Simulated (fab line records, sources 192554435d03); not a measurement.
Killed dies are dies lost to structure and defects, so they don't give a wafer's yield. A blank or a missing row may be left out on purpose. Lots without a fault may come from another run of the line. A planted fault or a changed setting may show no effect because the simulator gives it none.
Chamber matching | flow n5_finfet | N5_HKMG_FIN_STRIP_93 on rie_diel-02: 4 sister chambers
The step strips SOC in N2/H2, time 20 s. 22 wafers are shown with their chamber, then 11 later ones without.

WAFERS WITH THEIR CHAMBER
wafer  | chamber | drypump_motor_current_A (A) | showerhead_plenum_p_Torr (Torr) | throttle_valve_pct (%)
L075.3 | 1       | 5.2                         | 3.39                            | 19.09
L075.4 | 3       | 4.9                         | 3.48                            | 19.06
L075.6 | 2       | 5.8                         | 3.57                            | 19.32
L077.3 | 1       | 5.2                         | 3.38                            | 19.12
L077.4 | 0       | 6.1                         | 3.23                            | 19.12
L077.5 | 1       | 5.2                         | 3.38                            | 19.12
L078.1 | 2       | 5.8                         | 3.57                            | 19.32
L078.2 | 0       | 6.2                         | 3.23                            | 19.15
L078.4 | 1       | 5.2                         | 3.38                            | 19.14
L079.1 | 1       | 5.2                         | 3.38                            | 19.12
L079.3 | 0       | 6.2                         | 3.23                            | 19.12
L079.6 | 0       | 6.2                         | 3.23                            | 19.11
L083.2 | 1       | 5.2                         | 3.38                            | 19.14
L083.3 | 2       | 5.8                         | 3.56                            | 19.32
L083.4 | 3       | 4.9                         | 3.47                            | 19.10
L084.4 | 0       | 6.1                         | 3.22                            | 19.15
L084.5 | 2       | 5.8                         | 3.56                            | 19.34
L084.6 | 1       | 5.2                         | 3.38                            | 19.14
L086.1 | 3       | 4.9                         | 3.46                            | 19.11
L086.3 | 1       | 5.2                         | 3.38                            | 19.14
L086.5 | 0       | 6.2                         | 3.22                            | 19.15
L089.1 | 3       | 4.9                         | 3.46                            | 19.13

SIGNATURES (means of the wafers above)
reading                  | chamber 0 | chamber 1 | chamber 2 | chamber 3 | scatter within a chamber
drypump_motor_current_A  | 6.167     | 5.200     | 5.800     | 4.900     | 0.0272
showerhead_plenum_p_Torr | 3.2267    | 3.3813    | 3.5650    | 3.4675    | 0.00575
throttle_valve_pct       | 19.1333   | 19.1262   | 19.3250   | 19.1000   | 0.0195
Rule: a wafer's distance from a chamber is the root of the sum, over the readings, of the square of ((its reading less the chamber's mean) divided by the reading's scatter). The wafer belongs to the nearest chamber; if the next one is less than 2 further off, it can't be placed. The scatter: the root of (the sum of the squares of (reading less its chamber's mean) over the shown wafers, divided by (wafers less chambers)).

WAFERS WITHOUT THEIR CHAMBER
wafer  | drypump_motor_current_A (A) | showerhead_plenum_p_Torr (Torr) | throttle_valve_pct (%)
L089.2 | 5.8                         | 3.56                            | 19.36
L089.6 | 5.2                         | 3.37                            | 19.16
L091.4 | 6.2                         | 3.22                            | 19.17
L091.5 | 4.9                         | 3.46                            | 19.13
L091.6 | 6.2                         | 3.22                            | 19.14
L092.1 | 5.2                         | 3.37                            | 19.17
L092.3 | 4.9                         | 3.46                            | 19.13
L092.4 | 6.2                         | 3.22                            | 19.18
L093.1 | 5.8                         | 3.55                            | 19.36
L093.2 | 6.1                         | 3.22                            | 19.19
L093.5 | 5.2                         | 3.37                            | 19.17

WHICH CHAMBER EACH WENT THROUGH
wafer  | from the rows above | in truth
L089.2 | 2                   | 2
L089.6 | 1                   | 1
L091.4 | 0                   | 0
L091.5 | 3                   | 3
L091.6 | 0                   | 0
L092.1 | 1                   | 1
L092.3 | 3                   | 3
L092.4 | 0                   | 0
L093.1 | 2                   | 2
L093.2 | 0                   | 0
L093.5 | 1                   | 1
Placed correctly: 11 of 11. Can't be placed from these rows: 0. Placed wrongly: 0.
